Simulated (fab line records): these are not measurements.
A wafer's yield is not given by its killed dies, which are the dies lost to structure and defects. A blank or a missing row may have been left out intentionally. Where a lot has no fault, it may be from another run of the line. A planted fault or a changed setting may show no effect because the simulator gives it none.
A lot that was struck, set against a sound lot + flow n5Finfet + 23 steps out of a route of 1938
Sound: wafers L918.1, L918.4, L918.6. The struck wafers were L912.1, L912.2, L912.4. The cause is named last.
Per side, at each step with rows, come the tool, then ch with its chambers, and then its first start. Under that, the readings that differ: sound wafers + struck wafers + difference of the means + sigmas: that difference in standard deviations of wafers without a fault.
alike: readings with means less than 2 such deviations apart, plus words and numbers identical on both sides. not compared: withheld readings, readings lacking a value on some wafer, bounds such as >300 that could conceal the same value, and numbers that have no deviation in the record and whose values overlap.
The two part at a step that has a row with sigmas, a row that says differs or no value, or rows on one side only. When numbers do not overlap yet have no deviation, they are printed without sigmas and do not part them. A reading that every wafer of one side lacks parts them only if that side has two wafers or more.

first, 4 steps without rows for these wafers: N5_WELL_APT_EXPOSE_05 (exposes mask NWELL, defocus 0 nm, target cd 200 nm); N5_WELL_APT_PEB_06 (peb time 90 s); N5_WELL_APT_DEVELOP_07 (develop time 45 s); N5_WELL_APT_HARDBAKE_12 (time 120 s).
N5_WELL_APT_CD_MEAS_08 targets a cd of 200 nm.
  sound on cdSem-03 ch 0, day 7 01:53; struck on cdSem-03 ch 0, day 5 13:41
| reading   | sound             | struck            | difference | sigmas |
|-----------|-------------------|-------------------|------------|--------|
| cdNm (nm) | 201.2 199.7 198.0 | 202.2 203.8 205.1 | +4.1       | +2     |
N5_WELL_APT_OVL_MEAS_09:
  sound on overlay-01 ch 0, day 7 01:56; struck on overlay-02 ch 0, day 5 13:43
  alike: NWELL_OVL
N5_WELL_APT_INSPECT_10: inspects for defects (macro).
  struck on defectInspect-02, day 5 13:44; sound on defectInspect-02, day 7 01:57
  alike: rawDefectCount
N5_WELL_APT_DESCUM_13: chemistry O2, time 7.9 s.
  sound on rieDiel-02 ch 0,1, day 7 01:59; struck on rieDiel-06 ch 0,2,3, day 5 13:47
| reading              | sound             | struck            | difference | sigmas |
|----------------------|-------------------|-------------------|------------|--------|
| throttleValvePct (%) | 19.90 20.31 20.32 | 20.83 20.56 20.44 | +0.43      | +2     |
  alike: drypumpMotorCurrentA, oesProductAu, rfVppV, showerheadPlenumPTorr
  not compared: rfHoursCounterH
then, 4 steps without rows for these wafers: N5_WELL_APT_IMPLANT_14; N5_WELL_APT_IMPLANT_15; N5_WELL_APT_STRIP_16 (strips in SPM, time 900 s); N5_WELL_APT_HMDS_18 (time 60 s).
N5_WELL_APT_COAT_19: resist thk 950 nm.
  struck on lithoTrack-02, day 5 14:32; sound on lithoTrack-05 ch 0, day 7 02:46
  no value came back on the struck wafers for chillPlateTempC (C), dispensePressureKPa (kPa), resistLineTempC (C), spinSpeedRpm (rpm); on the sound wafers chillPlateTempC (C) reads 22.84 22.83 22.76
then, 6 steps without rows for these wafers: N5_WELL_APT_EBR_21; N5_WELL_APT_SOFTBAKE_20 (time 60 s); N5_WELL_APT_EXPOSE_22 (exposes mask PWELL, defocus 0 nm, target cd 200 nm); N5_WELL_APT_PEB_23 (peb time 90 s); N5_WELL_APT_DEVELOP_24 (develop time 45 s); N5_WELL_APT_HARDBAKE_29 (time 120 s).
N5_WELL_APT_CD_MEAS_25 targets a cd of 200 nm.
  sound on cdSem-03 ch 0, day 7 03:10; struck on cdSem-02 ch 0, day 5 14:56
| reading   | sound             | struck | difference                    | sigmas |
|-----------|-------------------|--------|-------------------------------|--------|
| cdNm (nm) | 199.4 199.4 201.2 | - - -  | no value on the struck wafers |        |
N5_WELL_APT_OVL_MEAS_26:
  sound on overlay-02 ch 0, day 7 03:11; struck on overlay-01 ch 0, day 5 14:58
| reading        | sound    | struck | difference                    | sigmas |
|----------------|----------|--------|-------------------------------|--------|
| PWELL_OVL (nm) | -2 -1 -9 | - - -  | no value on the struck wafers |        |
N5_BEOL_M4_RC_MEAS_101:
  the record has rows for the sound wafers here (prober-02 ch 0, day 14 04:19) and none for the struck ones
-- the record jumps here: 12 days lie between the struck wafers' starts before and after (it left off in module BEOL_M4 and takes up again in module PASSIVATION, whose first step shown is number 1936 of the route) --
N5_PASSIVATION_PROBE_49:
  the record has rows for the struck wafers here (prober-02, day 17 06:12) and none for the sound ones

WHERE THEY PART
At N5_WELL_APT_CD_MEAS_08 first; at N5_PASSIVATION_PROBE_49 last (within this record only).

WHY: what had been put in by the simulator
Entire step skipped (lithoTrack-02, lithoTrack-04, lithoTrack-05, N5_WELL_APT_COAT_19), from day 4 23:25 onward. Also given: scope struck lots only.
